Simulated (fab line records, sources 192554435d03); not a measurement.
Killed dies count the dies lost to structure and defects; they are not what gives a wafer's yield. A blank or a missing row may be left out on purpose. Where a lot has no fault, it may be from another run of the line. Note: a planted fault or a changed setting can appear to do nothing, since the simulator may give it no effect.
Split-lot experiment ; flow n5_finfet ; on a route of 1938 steps: 7 lots, 21 wafers read

ON THE SPLIT
At N5_MOL_CONTACT_COAG_ALD_133 (deposits SiO2, target thk 5 nm, pulse time 1 s, co reactant pulse time 1 s), the setting ald_cycles was moved away from the recipe's 35 on 5 of the 21 wafers read, by +8.6% to +14.3%. All remaining wafers had this setting at the recipe value.

The reading comes from the split's own step.

THE READING
SiO2_of_MOL_CONTACT_COAG_ALD_133.thk_nm (the simulator's own value, which no gauge read), in nm, at N5_MOL_CONTACT_COAG_ALD_133 (deposits SiO2, target thk 5 nm, pulse time 1 s, co reactant pulse time 1 s). The file does not state a usual value for it.

wafer;tool, chamber at the split;ald_cycles as run;against the recipe;SiO2_of_MOL_CONTACT_COAG_ALD_133.thk_nm, nm;against lot-mates on the recipe
L076.1;ald_sin-02, 2,1,2;35;recipe;5;-
L076.2;ald_sin-02, 2,1,2;35;recipe;5;-
L076.5;ald_sin-02, 2,1,2;35;recipe;5;-
L077.4;ald_sin-02, 2;39;+11.4%;5.6;+0.6
L077.5;ald_sin-02, 2;39;+11.4%;5.6;+0.6
L077.6;ald_sin-02, 3;35;recipe;5;-
L082.1;ald_sin-03, 2,3;40;+14.3%;5.8;+0.8
L082.2;ald_sin-03, 2,3;40;+14.3%;5.8;+0.8
L082.5;ald_sin-03, 3;35;recipe;5;-
L084.2;ald_sin-04, 0,0,3;35;recipe;5;-
L084.5;ald_sin-04, 0,0,3;35;recipe;5;-
L084.6;ald_sin-04, 0,0,3;35;recipe;5;-
L089.1;ald_sin-02, 0,3,3;35;recipe;5;-
L089.4;ald_sin-02, 0,3,3;35;recipe;5;-
L089.6;ald_sin-02, 0,3,3;35;recipe;5;-
L093.2;ald_sin-03, 2,1,2;35;recipe;5;-
L093.4;ald_sin-03, 2,1,2;35;recipe;5;-
L093.5;ald_sin-03, 2,1,2;35;recipe;5;-
L094.1;ald_sin-02, 2;38;+8.6%;5.4;+0.4
L094.2;ald_sin-02, 3,1;35;recipe;5;-
L094.4;ald_sin-02, 3,1;35;recipe;5;-
Where a row lists several chambers, the file gives one row for several wafers and doesn't say which wafer went through which chamber.

FIT RESULTS
A straight line over all 21 wafers: SiO2_of_MOL_CONTACT_COAG_ALD_133.thk_nm changes by +0.054 nm for each +1% of ald_cycles; r = +1.00; the points scatter about the line by 0.018 nm.
The same after taking each lot's own level away (the mean of its wafers on the recipe; 21 wafers): +0.054 nm for each +1%; r = +1.00; scatter 0.018 nm.
According to that fit, moving ald_cycles by its largest amount changes the reading by 0.77 nm.
The lots' own levels span 5.00 to 5.00 nm.
The two slopes agree, so the slope changes little with the lot-to-lot level.
Check: with one of the wafers moved furthest among these (+14.3%) left out of the fit, the line predicts +0.758 nm for it against its lot-mates. Against them it came out at +0.8 nm.

ADDITIONAL SPLITS CARRIED BY THESE WAFERS
Note: prior to the reading, these wafers also went through further splits. Each is held against what the fit with the lots' levels taken away leaves over:
other split on the same wafers;wafers away from the commonest value;r with SiO2_of_MOL_CONTACT_COAG_ALD_133.thk_nm (lot level and that fit taken away)
N5_GATE_CUT_EXPOSE_10 dose_mj;8;-0.03
N5_MOL_CONTACT_COAG_ALD_27 ald_cycles;7;-0.07

THE FILE'S OWN FIT
SiO2_of_MOL_CONTACT_COAG_ALD_133.thk_nm changes by +0.0532 nm for each +1% of ald_cycles, r = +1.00.
